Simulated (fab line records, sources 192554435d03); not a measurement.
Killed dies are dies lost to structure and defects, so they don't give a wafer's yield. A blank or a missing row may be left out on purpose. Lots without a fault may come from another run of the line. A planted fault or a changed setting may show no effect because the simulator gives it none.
fab line records | flow n5_finfet
record lots=6 wafers=18 last_day=17
route steps=1938 shown BEOL_M4@1084 BEOL_M5@1112 PASSIVATION@1936
lots that met no fault: from a run of the same line without faults
start_h: hours from the record's first day to the start of the lot's first wafer shown | wait_h: hours since the lot's step before | " the same as in the row above | L1.1+2: a row that stands for several wafers | - no value, or no start given | * or withheld: withheld | < > ~ a bound
route shown NAME@n: a module of which the file shows steps, and the number in the route of the first | usual: mean/standard deviation of fault-free wafers | same: alike in all rows | chamber/n: place in a boat | sites: the reading at each site | _std_site: their standard deviation | _edge_site: outer sites' mean less inner sites' | radius_mm: how far each site lies from the wafer's centre | mask NAME#n: copy n | behind: the tool/chamber that last shaped the wafer | hold: why the lot was held/for how many hours/how that ended | device: the transistor (n, p or np) that didn't switch | end of line: the same wafers' tests at the end of the route | a step without rows: its recipe alone | killed: dies lost to structure and defects at the first sort, not the wafer's yield | map: a wafer's dies, x killed, . not, _ none there
set.NAME: the setting as run; set.NAME@STEP: as run at that earlier step | model.NAME: the simulator's own value behind a step, which no gauge read
lots at some steps of the route; a table a step, a row a wafer
services: from which hour (start_h, from the record's first day; less than 0 if before it) a tool's chamber was out of use, for how many hours, and why
## steps
# step N5_BEOL_M4_SPUTTER_48
# recipe material=Cu target_thk_a=45 temp_c=-20 chamber_pressure_pa=0.07 power_w=withheld time_s=8.29
# step N5_BEOL_M4_ANNEAL_49
# recipe temp_c=400 time_s=240 ambient=vacuum
# step N5_BEOL_M4_SPUTTER_79
# recipe material=Cu target_thk_a=45 temp_c=-20 chamber_pressure_pa=0.07 power_w=withheld time_s=8.29
# step N5_BEOL_M4_ANNEAL_80
# recipe temp_c=400 time_s=240 ambient=vacuum
# step N5_BEOL_M4_SPUTTER_81
# recipe material=Cu target_thk_a=45 temp_c=-20 chamber_pressure_pa=0.07 power_w=withheld time_s=8.29
# usual throttle_valve_pct=29.9/1.1
# columns lot.wafer tool chamber start_h wait_h throttle_valve_pct
L979.1 pvd_sputter-01 - 241.58 0.1 30.0
L979.3 " - " " 28.6
L979.5 " - " " 29.6
L980.2 pvd_sputter-01 - 247.39 0.1 28.5
L980.3 " - " " 29.8
L980.5 " - " " 30.4
L985.2 pvd_sputter-03 - 266.44 0.1 29.6
L985.5 " - " " 31.0
L985.6 " - " " 29.2
L989.1 pvd_sputter-03 - 286.43 0.1 29.4
L989.2 " - " " 30.9
L989.5 " - " " 29.7
L990.1 pvd_sputter-03 - 293.31 0.1 31.1
L990.4 " - " " 30.7
L990.5 " - " " 31.3
L996.1 pvd_sputter-02 - 293.45 0.1 31.0
L996.5 " - " " 30.9
L996.6 " - " " 27.4
# step N5_BEOL_M4_ANNEAL_82
# recipe temp_c=400 time_s=240 ambient=vacuum
# step N5_BEOL_M4_SPUTTER_86
# recipe material=Cu target_thk_a=45 temp_c=-20 chamber_pressure_pa=0.07 power_w=withheld time_s=8.29
# step N5_BEOL_M4_ANNEAL_87
# recipe temp_c=400 time_s=240 ambient=vacuum
# step N5_BEOL_M4_SPUTTER_88
# recipe material=Cu target_thk_a=45 temp_c=-20 chamber_pressure_pa=0.07 power_w=withheld time_s=8.29
# step N5_BEOL_M4_ANNEAL_89
# recipe temp_c=400 time_s=240 ambient=vacuum
# step N5_BEOL_M4_SPUTTER_90
# recipe material=Cu target_thk_a=45 temp_c=-20 chamber_pressure_pa=0.07 power_w=withheld time_s=8.29
# usual throttle_valve_pct=29.8/1.1
# columns lot.wafer tool chamber start_h wait_h throttle_valve_pct
L979.1 pvd_sputter-01 - 242.24 0.1 29.6
L979.3 " - " " 28.7
L979.5 " - " " 29.8
L980.2 pvd_sputter-01 - 248.05 0.1 28.5
L980.3 " - " " 29.4
L980.5 " - " " 30.4
L985.2 pvd_sputter-03 - 267.10 0.1 29.8
L985.5 " - " " 31.2
L985.6 " - " " 29.2
L989.1 pvd_sputter-03 - 287.09 0.1 29.0
L989.2 " - " " 31.0
L989.5 " - " " 29.6
L990.1 pvd_sputter-03 - 293.97 0.1 31.1
L990.4 " - " " 30.8
L990.5 " - " " 31.2
L996.1 pvd_sputter-02 - 294.11 0.1 30.7
L996.5 " - " " 30.9
L996.6 " - " " 27.3
# step N5_BEOL_M4_ANNEAL_91
# recipe temp_c=400 time_s=240 ambient=vacuum
# step N5_BEOL_M4_SPUTTER_92
# recipe material=Cu target_thk_a=45 temp_c=-20 chamber_pressure_pa=0.07 power_w=withheld time_s=8.29
# usual throttle_valve_pct=29.9/1.1
# columns lot.wafer tool chamber start_h wait_h throttle_valve_pct
L979.1 pvd_sputter-01 - 242.46 0.1 29.7
L979.3 " - " " 28.8
L979.5 " - " " 29.7
L980.2 pvd_sputter-01 - 248.27 0.1 28.9
L980.3 " - " " 29.9
L980.5 " - " " 30.3
L985.2 pvd_sputter-03 - 267.32 0.1 29.7
L985.5 " - " " 31.3
L985.6 " - " " 29.0
L989.1 pvd_sputter-03 - 287.31 0.1 29.1
L989.2 " - " " 31.2
L989.5 " - " " 29.6
L990.1 pvd_sputter-03 - 294.19 0.1 31.1
L990.4 " - " " 30.4
L990.5 " - " " 31.2
L996.1 pvd_sputter-02 - 294.33 0.1 30.9
L996.5 " - " " 30.9
L996.6 " - " " 27.3
# step N5_BEOL_M4_ANNEAL_93
# recipe temp_c=400 time_s=240 ambient=vacuum
# step N5_BEOL_M4_SPUTTER_94
# recipe material=Cu target_thk_a=45 temp_c=-20 chamber_pressure_pa=0.07 power_w=withheld time_s=8.29
# usual throttle_valve_pct=29.9/1.1
# columns lot.wafer tool chamber start_h wait_h throttle_valve_pct
L979.1 pvd_sputter-01 - 242.68 0.1 29.8
L979.3 " - " " 28.9
L979.5 " - " " 29.5
L980.2 pvd_sputter-01 - 248.49 0.1 28.8
L980.3 " - " " 29.8
L980.5 " - " " 30.5
L985.2 pvd_sputter-03 - 267.54 0.1 29.6
L985.5 " - " " 30.8
L985.6 " - " " 29.2
L989.1 pvd_sputter-03 - 287.53 0.1 28.9
L989.2 " - " " 31.1
L989.5 " - " " 29.7
L990.1 pvd_sputter-03 - 294.41 0.1 31.1
L990.4 " - " " 30.5
L990.5 " - " " 31.2
L996.1 pvd_sputter-02 - 294.55 0.1 30.7
L996.5 " - " " 31.0
L996.6 " - " " 27.3
# step N5_BEOL_M4_ANNEAL_95
# recipe temp_c=400 time_s=240 ambient=vacuum
# step N5_BEOL_M4_SPUTTER_96
# recipe material=Cu target_thk_a=45 temp_c=-20 chamber_pressure_pa=0.07 power_w=withheld time_s=8.29
# step N5_BEOL_M4_ECD_50
# recipe material=Cu target_thk_a=3000
# step N5_BEOL_M4_ANNEAL_51
# recipe temp_c=225 time_s=90 ambient=N2
# usual wafer_temp_C_max=226.00/0.23
# columns lot.wafer tool chamber start_h wait_h wafer_temp_C_max
L979.1 rtp_anneal-01 0 243.39 0.3 226.20
L979.3 " 0 " " 226.11
L979.5 " 0 " " 225.84
L980.2 rtp_anneal-01 0 248.95 0.1 225.74
L980.3 " 0 " " 225.60
L980.5 " 0 " " 225.83
L985.2 rtp_anneal-02 0 268.24 0.3 226.31
L985.5 " 0 " " 225.49
L985.6 " 0 " " 225.82
L989.1 rtp_anneal-02 0 287.94 0.1 226.17
L989.2 " 0 " " 225.94
L989.5 " 0 " " 225.98
L990.1 rtp_anneal-02 0 294.83 0.1 226.20
L990.4 " 0 " " 226.41
L990.5 " 0 " " 226.38
L996.1 rtp_anneal-01 0 294.97 0.1 225.83
L996.5 " 0 " " 225.88
L996.6 " 0 " " 225.81
# step N5_BEOL_M4_CMP_52
# recipe stop_on=SiOC t_overpolish_s=6.8 down_force_psi=1 platen_rpm=50 clearing_platen_down_force_psi=1.5 clearing_platen_rpm=50 post_cmp_clean=cu_alkaline target_thk_nm=40 clearing_platen_pad_velocity_m_s=0.99484 pad_velocity_m_s=0.99484
# step N5_BEOL_M4_PRE_CLEAN_60
# recipe gas=NH3/H2 time_s=15 temp_c=* rf_power_w=300
# step N5_BEOL_M4_CO_CAP_55
# recipe material=Co target_thk_a=20 temp_c=200 precursor=CCTBA/H2 pressure_torr=30 time_s=102.1
# step N5_BEOL_M4_PRE_CLEAN_56
# recipe gas=NH3 time_s=15 temp_c=withheld rf_power_w=300
# step N5_BEOL_M4_DEP_57
# recipe material=SiCN target_thk_a=80 temp_c=withheld precursor=3MS/NH3 pressure_torr=3 rf_w=202 time_s=14
# step N5_BEOL_M4_RS_MEAS_58
# recipe thk_meas_gauge=four-point-probe reads=Co_of_BEOL_M4_CO_CAP_55+Cu_of_BEOL_M4_ECD_50+Co_of_BEOL_M4_CVD_47+TaN_of_BEOL_M4_ALD_84
# usual M4_RS=0.671/0.029
# columns lot.wafer tool chamber start_h wait_h M4_RS[ohm/sq]
L979.1 film_metro-01 - 244.35 0.1 0.653
L979.3 " - " " 0.659
L979.5 " - " " 0.680
L980.2 film_metro-01 - 249.85 0.1 0.674
L980.3 " - " " 0.720
L980.5 " - " " 0.744
L985.2 film_metro-01 - 269.05 0.1 0.686
L985.5 " - " " 0.683
L985.6 " - " " 0.664
L989.1 film_metro-02 - 288.80 0.0 0.665
L989.2 " - " " 0.670
L989.5 " - " " 0.648
L990.1 film_metro-02 - 295.68 0.0 0.639
L990.4 " - " " 0.615
L990.5 " - " " 0.654
L996.1 film_metro-02 - 295.82 0.0 0.612
L996.5 " - " " 0.655
L996.6 " - " " 0.669
# step N5_BEOL_M4_RC_MEAS_101
# usual DIBL_N=36.0/1.3 DIBL_P=36.2/1.7 IOFF_N=0.155/0.024 IOFF_P=0.21/0.034 ION_N=674/9 ION_P=463/7.1 SS_N=71.4/0.5 SS_P=73.4/0.57 VT_N=250.0/2.8 VT_P=-251/3.2
# columns lot.wafer tool chamber start_h wait_h DIBL_N[mV/V] DIBL_P[mV/V] IOFF_N[nA/um] IOFF_P[nA/um] ION_N[uA/um] ION_P[uA/um] SS_N[mV/dec] SS_P[mV/dec] VT_N[mV] VT_P[mV]
L979.1 prober-01 0 244.50 0.1 36.3 36.1 0.143 0.19 666 460 71.5 73.3 250.3 -254
L979.3 " 0 " " 37.0 37.7 0.161 0.20 674 454 71.7 73.4 250.0 -253
L979.5 " 0 " " 38.0 38.4 0.176 0.22 674 457 72.0 73.9 248.4 -253
L980.2 prober-01 0 250.05 0.2 37.1 36.4 0.164 0.20 674 463 71.1 73.7 249.3 -253
L980.3 " 0 " " 35.7 34.8 0.144 0.18 673 459 71.2 72.7 251.6 -251
L980.5 " 0 " " 36.7 35.7 0.161 0.19 676 462 70.8 72.8 250.7 -252
L985.2 prober-01 0 269.26 0.2 35.8 36.6 0.137 0.18 663 459 71.5 73.2 253.7 -253
L985.5 " 0 " " 37.9 39.0 0.175 0.20 676 464 71.0 73.4 251.0 -252
L985.6 " 0 " " 36.9 37.7 0.148 0.19 669 461 72.1 73.9 251.3 -252
L989.1 prober-01 0 288.85 0.0 36.2 37.8 0.182 0.23 677 467 71.6 73.9 246.0 -248
L989.2 " 0 " " 35.2 36.5 0.162 0.20 680 465 71.0 73.4 251.5 -250
L989.5 " 0 " " 34.4 35.4 0.144 0.19 671 469 71.4 73.6 250.3 -252
L990.1 prober-01 0 295.73 0.0 35.1 35.8 0.161 0.21 676 462 72.1 73.3 249.1 -250
L990.4 " 0 " " 35.6 36.7 0.174 0.23 679 464 71.7 74.4 246.4 -246
L990.5 " 0 " " 34.1 34.7 0.149 0.19 674 460 71.1 72.4 247.5 -249
L996.1 prober-02 0 295.87 0.0 37.2 37.1 0.167 0.27 682 473 71.1 73.8 246.3 -246
L996.5 " 0 " " 38.9 39.1 0.200 0.32 689 483 71.7 74.3 245.4 -243
L996.6 " 0 " " 39.7 40.0 0.219 0.33 702 479 71.8 74.2 245.5 -242
# step N5_BEOL_M5_ILD_DEP_00
# recipe material=SiCOH_lowk target_thk_a=1406.4 temp_c=300 precursor=DEMS/porogen pressure_torr=5 rf_w=500 time_s=25.9
# step N5_BEOL_M5_CURE_79
# recipe temp_c=385 time_s=240 ambient=He/Ar material=SiCOH_lowk
# step N5_BEOL_M5_THK_MEAS_01
# recipe reads=SiCOH_lowk_of_BEOL_M5_ILD_DEP_00
# usual M5_ILD_THK=121.2/1.4
# columns lot.wafer tool chamber start_h wait_h M5_ILD_THK[nm]
L979.1 film_metro-02 - 246.04 0.4 121.0
L979.3 " - " " 119.6
L979.5 " - " " 122.1
L980.2 film_metro-01 - 251.43 0.4 120.1
L980.3 " - " " 118.8
L980.5 " - " " 122.1
L985.2 film_metro-01 - 270.65 0.4 121.1
L985.5 " - " " 123.3
L985.6 " - " " 123.1
L989.1 film_metro-02 - 290.38 0.4 118.3
L989.2 " - " " 120.4
L989.5 " - " " 121.1
L990.1 film_metro-01 - 297.28 0.4 120.9
L990.4 " - " " 122.6
L990.5 " - " " 122.8
L996.1 film_metro-01 - 297.40 0.4 118.6
L996.5 " - " " 121.2
L996.6 " - " " 121.9
# step N5_BEOL_M5_PECVD_70
# recipe material=SiO2 target_thk_a=160 temp_c=400 precursor=TEOS/O2 pressure_torr=5.5 rf_w=450 teos_flow_sccm=53.8 gas=O2 flow_sccm=3000 time_s=18
# usual chamber_pressure_Torr=5.500/0.012 heater_power_w=759/110 showerhead_plenum_p_Torr=8.77/0.062 throttle_valve_pct=22.2/0.58
# columns lot.wafer tool chamber start_h wait_h chamber_pressure_Torr heater_power_w showerhead_plenum_p_Torr since_wet_clean_h throttle_valve_pct
L979.1 pecvd-04 0 246.08 0.0 5.503 692 8.78 1131 22.5
L979.3 " 1 " " 5.503 922 8.80 1856 22.7
L979.5 " 2 " " 5.507 660 8.74 - 21.9
L980.2 pecvd-03 2 251.47 0.0 5.507 749 8.73 20 20.9
L980.3 " 0 " " 5.483 680 8.87 774 22.4
L980.5 " 1 " " 5.492 703 8.87 - 22.0
L985.2 pecvd-04 2 270.68 0.0 5.496 779 8.74 397 21.9
L985.5 " 2 " " 5.488 777 8.74 - 21.8
L985.6 " 1 " " 5.499 723 8.81 - 23.3
L989.1 pecvd-03 0 290.42 0.0 5.490 678 8.85 813 22.6
L989.2 " 1 " " 5.494 659 8.85 1538 22.1
L989.5 " 1 " " 5.504 664 8.87 - 22.1
L990.1 pecvd-02 1 297.32 0.0 5.505 787 8.68 2089 22.3
L990.4 " 1 " " 5.493 783 8.68 - 22.4
L990.5 " 0 " " 5.503 699 8.70 - 23.0
L996.1 pecvd-04 2 297.44 0.0 5.468 755 8.74 424 22.4
L996.5 " 2 " " 5.495 751 8.77 - 21.9
L996.6 " 0 " " 5.503 645 8.79 - 22.5
# step N5_BEOL_M5_HM_DEP_02
# recipe material=TiN target_thk_a=200 temp_c=25 chamber_pressure_pa=0.49996
# step N5_BEOL_M5_COAT_59
# recipe resist=SOC temp_c=250 time_s=60 spin_rpm=1500 resist_thk_nm=60
# step N5_BEOL_M5_COAT_60
# recipe resist=SiARC temp_c=220 time_s=60 spin_rpm=1500 resist_thk_nm=12
# step N5_BEOL_M5_COAT_71
# recipe resist=underlayer temp_c=205 time_s=60 spin_rpm=1500 resist_thk_nm=5
# step N5_BEOL_M5_COAT_05
# recipe resist=CAR-EUV spin_rpm=1500 resist_thk_nm=30
# step N5_BEOL_M5_EBR_07
# recipe solvent=PGMEA ebr_width_mm=1.5
# step N5_BEOL_M5_SOFTBAKE_06
# recipe temp_c=110 time_s=60 resist=CAR-EUV
# step N5_BEOL_M5_EXPOSE_08
# recipe mask_id=M5 na=0.33 source_shape=annular sigma_inner=0.4 sigma_outer=0.8 polarization=unpolarized target_cd_nm=28 dose_mj=35.75
# step N5_BEOL_M5_PEB_09
# recipe peb_temp_c=100 peb_time_s=60 resist=CAR-EUV
# step N5_BEOL_M5_DEVELOP_10
# recipe develop_time_s=30 developer=TMAH resist=CAR-EUV rinse_liquid=surfactant_rinse dry=air_spin dev_temp_c=23
# step N5_PASSIVATION_PROBE_49
# usual defect_limited_yield=90.8/1.7 killed_at_M0_to_M3=37/12 killed_at_M4_up=15/5.6 killed_at_contacts=13/6.9 killed_at_front_end=40/11 killed_at_other=4/3.2 killed_dies=109/20 killed_open=73/15 killed_short=35/8.3 sort_bin_5_function=5.4/1.1 sort_bin_6_memory=3.5/0.73 sort_n_pass=1071/20 sort_yield_pct=90.8/1.7
# same gross_dies=1180 killed_at_back_side=0 sort_bin_4_leakage[%]=0 sort_bin_8_speed[%]=0
# columns lot.wafer tool chamber start_h wait_h defect_limited_yield[%] killed_at_M0_to_M3 killed_at_M4_up killed_at_contacts killed_at_front_end killed_at_other killed_dies killed_open killed_short sort_bin_5_function[%] sort_bin_6_memory[%] sort_n_pass sort_yield_pct[%]
L990.1 prober-02 - 403.09 0.0 84.3 19 113 12 38 3 185 54 24 9.2 3.8 995 84.3
L990.4 prober-02 - 403.24 0.2 83.6 14 134 8 36 1 193 42 25 10.3 3.2 987 83.6
L990.5 prober-02 - 403.29 0.2 83.9 17 133 4 34 2 190 57 12 10.1 3.7 990 83.9
L989.1 prober-02 - 406.93 0.3 82.9 41 116 12 29 4 202 72 30 10.1 4.1 978 82.9
L989.2 prober-02 - 406.98 0.3 81.4 40 128 13 30 8 219 62 32 11.4 4.1 961 81.4
L989.5 prober-02 - 407.13 0.5 87.7 28 71 12 31 3 145 62 29 7.5 3.3 1035 87.7
# killed by level:class
L990.1 BEOL_M4:unspecified=107 DUMMY_GATE:geometric_particle:open=9 MOL_CONTACT_COAG:geometric_particle:open=9 STI_FIN_REVEAL:geometric_particle:open=7 FIN_SAQP:geometric_particle:open=5 BEOL_M0_SAQP:geometric_particle:open=5 BEOL_M2:geometric_particle:open=5 BEOL_M1:geometric_particle:open=4
L990.4 BEOL_M4:unspecified=124 MOL_CONTACT_COAG:geometric_particle:open=8 STI_FIN_REVEAL:geometric_particle:open=7 ILD0:geometric_particle:open=7 DUMMY_GATE:geometric_particle:open=6 BEOL_M0_SAQP:geometric_particle:short=6 FIN_SAQP:geometric_particle:short=4 BEOL_M4:geometric_particle:open=3
L990.5 BEOL_M4:unspecified=117 STI_FIN_REVEAL:geometric_particle:open=16 BEOL_M1:geometric_particle:open=6 BEOL_M8:geometric_particle:open=6 BEOL_M4:geometric_particle:open=5 MOL_CONTACT_COAG:geometric_particle:open=4 BEOL_M2:geometric_particle:open=4 FIN_SAQP:geometric_particle:open=3
L989.1 BEOL_M4:unspecified=100 BEOL_M0_SAQP:geometric_particle:short=13 STI_FIN_REVEAL:geometric_particle:open=9 BEOL_M3:geometric_particle:open=9 MOL_CONTACT_COAG:geometric_particle:open=9 BEOL_M0_SAQP:geometric_particle:open=8 BEOL_M2:geometric_particle:open=8 BEOL_M5:geometric_particle:open=5
L989.2 BEOL_M4:unspecified=122 BEOL_M0_SAQP:geometric_particle:open=18 MOL_CONTACT_COAG:geometric_particle:open=12 BEOL_M0_SAQP:geometric_particle:short=9 FIN_SAQP:geometric_particle:open=7 FIN_SAQP:geometric_particle:short=6 PAD_METAL:geometric_particle:open=5 BEOL_M3:geometric_particle:open=4
L989.5 BEOL_M4:unspecified=53 STI_FIN_REVEAL:geometric_particle:open=10 MOL_CONTACT_COAG:geometric_particle:open=10 BEOL_M0_SAQP:geometric_particle:short=9 BEOL_M0_SAQP:geometric_particle:open=6 FIN_SAQP:geometric_particle:short=5 BEOL_M3:geometric_particle:open=4 BEOL_M3:geometric_particle:short=4
# map L989.2 (x killed, . not)
_________________....xx..xxx.________________
______________......x...xxxxxxxx_____________
___________............xx.xxxxxxx.x__________
__________............xxxxxxxxxxxxxx_________
________..............xxxxxxxxxxxxxxx._______
_______..............xxxxxxxxxxxxx.x.x.______
______..........x.......xxxxxxxxxxxxx..x_____
_____......x.......x..xxxxxxxxxxxxxx.x...____
____..................xxxxxxxxxxxxxx.xx...___
___.....................xx.xxxxxxx.x.......__
___.....................x.x.xxxxxx..x......__
__...xx..................x.x........x....x.._
__.....x.......xx....x.......x.........x...._
_.......x.x...............x.............x...x
_..x.........xxx.x.......x...........x.......
_.....................x...................x..
_.x.......x.....x.x..x.x..x....x.x...........
_...x......................x.................
_......xx..x.xx.x...x..................xx....
_....x......x..x...x........xx...............
_...................x............x.........x.
__....x...................x.......x.....x..._
__...x....x................................._
___...x.....x.............x.........x......__
___......x........x..............x.........__
____..............x.........x.x...........___
_____x..................x.......x........____
______.................................._____
_______..................x..x..........______
________..x...........x..x...x........_______
__________.....x...................._________
___________...............x........__________
______________.................._____________
_________________x.....x.....________________
# map L990.4 (x killed, . not)
_________________..x.........________________
______________.................._____________
___________.....x..................__________
__________...........x.....x........_________
________........x.......x...x........._______
_______........x.......................______
______.................x..........x....._____
_____..x....x............................____
____..........x..x...........x....x.......___
___.........xxxxxxx.x.x..........x.........__
___.......xxxxxxxxxxx.xx...................__
__...x....x.xxxxxxxxxxxx...................._
__....x...xxxxxxxxxxxxxxx..........x........_
_.....x..xxxxxxxxxxxxx.xx.......x............
_.x.......xxxxxxxxxxxxx........x...x.........
_..........xxxxxxxxxxxxx..........x....x.....
_...x.....xxxxxxxxxx.xx......................
_...........x.xxxxxxxxx................x...x.
_............x.xx.xxx........................
_.......x......xxx.....x.......x......x......
_........xx......x...........................
__..............x.x..x.....x...........x...x_
__..x..........x..x......................x.._
___.........x.............x........x.......__
___...................x..........x..xx.....__
____......................................___
_____......x..............xx.............____
______..x...........x...x..x..x........._____
_______........x..x...............x....______
________.x......x...........x........._______
__________....x....................._________
___________........................__________
______________..x.............x._____________
_________________............________________
## services
# columns tool chamber start_h hours kind
pecvd-02 - 239.28 0.8 repair
pecvd-02 2 258.27 5.5 scheduled_down
pecvd-03 1 272.94 2.1 scheduled_down
pecvd-04 2 280.44 5.3 repair
## key
first_sign step=N5_PASSIVATION_PROBE_49 reading=killed_at_M4_up direction=up sigmas=18 usual=15 struck=116
effect step=N5_PASSIVATION_PROBE_49 reading=defect_limited_yield direction=down sigmas=4.1 usual=90.8 struck=84.0
more_kills_born_at N5_BEOL_M4_SPUTTER_92@pvd_sputter-03=623
met_at N5_BEOL_M4_SPUTTER_92
struck_wafers L989.1,L989.2,L989.5,L990.1,L990.4,L990.5
onset_between 267.32 287.31
also_fits N5_BEOL_M4_SPUTTER_81:pvd_sputter-03,N5_BEOL_M4_SPUTTER_90:pvd_sputter-03,N5_BEOL_M4_SPUTTER_94:pvd_sputter-03,N5_BEOL_M4_ANNEAL_51:rtp_anneal-02
fault kind=chamber_particle_source tool=pvd_sputter-03 chamber=- onset_h=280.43 steps=N5_BEOL_M4_SPUTTER_92 rate_per_visit_cm2=0.91766 end_h=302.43
